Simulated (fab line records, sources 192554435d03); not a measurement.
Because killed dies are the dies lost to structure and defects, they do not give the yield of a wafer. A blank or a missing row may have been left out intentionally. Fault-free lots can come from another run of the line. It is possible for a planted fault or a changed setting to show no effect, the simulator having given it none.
Matching of chambers :: flow n5_finfet :: 4 sister chambers for N5_BEOL_M8_STRIP_36 on rie_diel-05
The step strips in N2/H2. 4 wafers are shown with their chamber, then 7 later ones without.

## WAFERS, EACH WITH ITS CHAMBER
wafer: L084.1
chamber: 1
drypump_motor_current_A (A): 5.1

wafer: L084.2
chamber: 2
drypump_motor_current_A (A): 5.3

wafer: L086.1
chamber: 0
drypump_motor_current_A (A): 5.9

wafer: L086.2
chamber: 3
drypump_motor_current_A (A): 6.4

## WAFERS WITH NO CHAMBER GIVEN
wafer: L086.4
drypump_motor_current_A (A): 5.1

wafer: L092.1
drypump_motor_current_A (A): 5.1

wafer: L092.2
drypump_motor_current_A (A): 5.3

wafer: L092.5
drypump_motor_current_A (A): 5.1

wafer: L096.3
drypump_motor_current_A (A): 5.4

wafer: L096.5
drypump_motor_current_A (A): 5.1

wafer: L096.6
drypump_motor_current_A (A): 5.9

## WHICH CHAMBER EACH ONE RAN IN
wafer: L086.4
from the rows above: 1
in truth: 1

wafer: L092.1
from the rows above: 1
in truth: 1

wafer: L092.2
from the rows above: 2
in truth: 2

wafer: L092.5
from the rows above: 1
in truth: 1

wafer: L096.3
from the rows above: 2
in truth: 2

wafer: L096.5
from the rows above: 1
in truth: 1

wafer: L096.6
from the rows above: 0
in truth: 0
Correct placement for 7 of the 7. Not placeable from these rows: 0. Placed wrongly: 0.
How it was worked out, from the rows above alone: a wafer's distance from a chamber is the root of the sum, over the readings, of the square of ((its reading less the chamber's mean) divided by the reading's scatter). If the next closest chamber is less than 2 further off than the closest, the wafer can't be placed; otherwise it belongs to the closest. A chamber's mean is the mean of its shown wafers. The scatter: root of mean squared gap, hidden wafer to nearest shown wafer, with one shown wafer a chamber.
